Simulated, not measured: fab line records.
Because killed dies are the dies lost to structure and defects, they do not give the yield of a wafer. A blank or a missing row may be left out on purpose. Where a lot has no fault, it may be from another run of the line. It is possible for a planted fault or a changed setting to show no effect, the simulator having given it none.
What tool caused it? + flow nand-harc + 13 lots with 39 wafers sampled at 5 steps, on a route of 1159 steps

WHAT EACH GAUGE READ, for each wafer
NHARC_THIN_TSV_CD_MEAS_37.
| lot  | measured     | on        | cd-nm (nm)     |
|------|--------------|-----------|----------------|
| L349 | day 18 07:25 | cd-sem-02 | 5005 5002 5007 |
| L350 | day 19 07:53 | cd-sem-02 | 5003 5002 5001 |
| L351 | day 19 09:16 | cd-sem-02 | 5004 5003 4996 |
| L352 | day 19 16:29 | cd-sem-02 | 5004 5000 5001 |
| L353 | day 19 18:39 | cd-sem-02 | 5007 4997 4997 |
| L357 | day 20 12:05 | cd-sem-02 | 5005 4995 5004 |
| L359 | day 21 07:41 | cd-sem-01 | 5003 4998 5002 |
| L361 | day 21 10:10 | cd-sem-03 | 4998 5003 5007 |
| L358 | day 21 11:47 | cd-sem-01 | 5002 4999 4998 |
| L365 | day 23 07:43 | cd-sem-03 | 4994 5007 5003 |
| L367 | day 23 09:16 | cd-sem-01 | 5005 5000 5002 |
| L370 | day 24 11:22 | cd-sem-03 | 4999 4999 5005 |
| L372 | day 25 00:44 | cd-sem-01 | 5000 5004 5000 |

NHARC_END_SORT_01.
| lot  | measured     | on        | defect-limited-yield (%) | killed-at-array | killed-at-other | killed-at-periphery | killed-dies | killed-open | killed-short | sort_bin_2_pct (%) | sort_bin_3_pct (%) | sort_bin_4_pct (%) | sort-n-pass | sort-rim-yield-pct (%) | sort-yield-pct (%) |
|------|--------------|-----------|--------------------------|-----------------|-----------------|---------------------|-------------|-------------|--------------|--------------------|--------------------|--------------------|-------------|------------------------|--------------------|
| L359 | day 21 20:40 | prober-02 | 97.6 97.3 98.2           | 15 16 11        | 0 0 1           | 1 2 0               | 16 18 12    | 4 5 4       | 1 4 2        | 1.0 1.0 0.6        | 0 0 0              | 1.3 1.6 1.2        | 661 659 665 | 98.1 97.2 99.1         | 97.6 97.3 98.2     |
| L361 | day 22 03:39 | prober-02 | 97.6 97.3 97.8           | 14 18 15        | 0 0 0           | 2 0 0               | 16 18 15    | 4 4 2       | 0 0 0        | 0.7 0.6 0          | 0.44 0.15 0        | 1.2 1.9 2.2        | 661 659 662 | 99.1 99.1 99.1         | 97.6 97.3 97.8     |
| L372 | day 25 08:26 | prober-01 | 93.6 95.3 93.5           | 41 29 40        | 0 0 1           | 2 3 3               | 43 32 44    | 2 0 4       | 1 4 2        | 1.6 1.2 2.5        | 0.30 0.59 0.44     | 4.4 3.0 3.5        | 634 645 633 | 97.2 91.5 90.6         | 93.6 95.3 93.5     |

WHAT TOOL EACH LOT RAN ON (gives the tool, then ch and the chambers of the sampled wafers, and finally the start)
| lot  | NHARC_THIN_TSV_DEP_47           | NHARC_THIN_TSV_ANNEAL_52         | NHARC_THIN_TSV_ETCH_36            |
|------|---------------------------------|----------------------------------|-----------------------------------|
| L349 | pecvd-02 ch 0,1,2, day 18 01:49 | rtp-anneal-01 ch 0, day 18 03:59 | rie-metal-02 ch 0,1, day 18 06:31 |
| L350 | pecvd-03 ch 0,1,2, day 19 02:00 | rtp-anneal-01 ch 0, day 19 04:14 | rie-metal-02 ch 0, day 19 06:58   |
| L351 | pecvd-02 ch 0,1,2, day 19 02:41 | rtp-anneal-01 ch 0, day 19 04:58 | rie-metal-01 ch 0,1, day 19 08:11 |
| L352 | pecvd-03 ch 0,1,2, day 19 04:11 | rtp-anneal-01 ch 0, day 19 06:51 | rie-metal-01 ch 0,1, day 19 15:03 |
| L353 | pecvd-02 ch 0,1,2, day 19 08:39 | rtp-anneal-02 ch 0, day 19 15:14 | rie-metal-03 ch 1, day 19 17:46   |
| L357 | pecvd-02 ch 0,2, day 20 06:37   | rtp-anneal-02 ch 0, day 20 08:44 | rie-metal-01 ch 0,1, day 20 11:11 |
| L359 | pecvd-02 ch 0,1, day 21 02:15   | rtp-anneal-01 ch 0, day 21 04:23 | rie-metal-03 ch 0,1, day 21 06:47 |
| L361 | pecvd-02 ch 0,1, day 21 04:27   | rtp-anneal-02 ch 0, day 21 06:39 | rie-metal-03 ch 0,1, day 21 09:16 |
| L358 | pecvd-01 ch 0,1,2, day 21 06:31 | rtp-anneal-02 ch 0, day 21 08:40 | rie-metal-02 ch 0,1, day 21 10:53 |
| L365 | pecvd-01 ch 0,1,2, day 23 02:22 | rtp-anneal-01 ch 0, day 23 04:29 | rie-metal-01 ch 0,1, day 23 06:50 |
| L367 | pecvd-02 ch 0,1,2, day 23 03:31 | rtp-anneal-02 ch 0, day 23 05:39 | rie-metal-02 ch 0,1, day 23 08:03 |
| L370 | pecvd-03 ch 0,2, day 24 05:56   | rtp-anneal-01 ch 0, day 24 08:04 | rie-metal-02 ch 0,1, day 24 10:28 |
| L372 | pecvd-02 ch 1,2, day 24 18:49   | rtp-anneal-02 ch 0, day 24 21:20 | rie-metal-01 ch 0, day 24 23:50   |
- NHARC_THIN_TSV_DEP_47: deposits SiO2, target thk 200 nm.
- NHARC_THIN_TSV_ANNEAL_52: time 90 s.
- NHARC_THIN_TSV_ETCH_36: etches the open film in Cl2/BCl3, target depth 65 nm, time 18.571 s.

WHAT THE TOOLS THEMSELVES READ (means of the sampled wafers that have a number; where no wafer has one, the mark that the record gives instead)
NHARC_THIN_TSV_DEP_47.
| lot  | tool     | throttle-valve-pct (%) |
|------|----------|------------------------|
| L349 | pecvd-02 | 15.8                   |
| L350 | pecvd-03 | 16.5                   |
| L351 | pecvd-02 | 16.0                   |
| L352 | pecvd-03 | 16.6                   |
| L353 | pecvd-02 | 15.8                   |
| L357 | pecvd-02 | 15.8                   |
| L359 | pecvd-02 | 16.3                   |
| L361 | pecvd-02 | 16.3                   |
| L358 | pecvd-01 | 15.7                   |
| L365 | pecvd-01 | 15.8                   |
| L367 | pecvd-02 | 15.5                   |
| L370 | pecvd-03 | 16.4                   |
| L372 | pecvd-02 | 15.7                   |

NHARC_THIN_TSV_ANNEAL_52.
| lot  | tool          | wafer_temp_C_max |
|------|---------------|------------------|
| L349 | rtp-anneal-01 | 226.08           |
| L350 | rtp-anneal-01 | 226.18           |
| L351 | rtp-anneal-01 | 225.87           |
| L352 | rtp-anneal-01 | 226.03           |
| L353 | rtp-anneal-02 | 225.50           |
| L357 | rtp-anneal-02 | 225.99           |
| L359 | rtp-anneal-01 | 225.94           |
| L361 | rtp-anneal-02 | 225.79           |
| L358 | rtp-anneal-02 | 225.87           |
| L365 | rtp-anneal-01 | 226.22           |
| L367 | rtp-anneal-02 | 225.81           |
| L370 | rtp-anneal-01 | 226.26           |
| L372 | rtp-anneal-02 | 225.88           |

NHARC_THIN_TSV_ETCH_36.
| lot  | tool         | drypump-motor-current-A (A) | oes-product-au (a.u.) |
|------|--------------|-----------------------------|-----------------------|
| L349 | rie-metal-02 | 6.0                         | 0.988                 |
| L350 | rie-metal-02 | 5.9                         | 0.980                 |
| L351 | rie-metal-01 | 5.5                         | 1.003                 |
| L352 | rie-metal-01 | 5.5                         | 0.998                 |
| L353 | rie-metal-03 | 5.5                         | 0.985                 |
| L357 | rie-metal-01 | 5.5                         | 1.007                 |
| L359 | rie-metal-03 | 5.6                         | 0.949                 |
| L361 | rie-metal-03 | 5.6                         | 0.930                 |
| L358 | rie-metal-02 | 6.0                         | 0.992                 |
| L365 | rie-metal-01 | 5.5                         | 1.023                 |
| L367 | rie-metal-02 | 6.0                         | 1.000                 |
| L370 | rie-metal-02 | 5.9                         | 0.997                 |
| L372 | rie-metal-01 | 6.5                         | 1.002                 |

THE ANSWER, worked out from the rows above alone
Rule: usual is defined by the lots themselves. Put in order of their means at a reading, lots are off if they are a third of the lots or fewer, leave a main group of 4 or more, and stand apart from it by a gap of 3 or more times the standard deviation of the main group's means; of several such gaps the widest counts. The tables above print the reading to a certain number of digits; a main group whose means all agree to those digits is not used. A lot without any number at a reading at which 4 lots or more have one is off too. Where the step has rows for the other lots, those lots are counted as sound. The gauges are gone through in route order, then the tools' own readings, and for those a lot's mean is taken as printed above. The first step at which some lot is off is used, and at that step the reading that is off furthest; a lot without a number counts as furthest.
Across all readings shown, no lot is off: no conclusion can be drawn from this.

WHAT THE SIMULATOR PUT IN
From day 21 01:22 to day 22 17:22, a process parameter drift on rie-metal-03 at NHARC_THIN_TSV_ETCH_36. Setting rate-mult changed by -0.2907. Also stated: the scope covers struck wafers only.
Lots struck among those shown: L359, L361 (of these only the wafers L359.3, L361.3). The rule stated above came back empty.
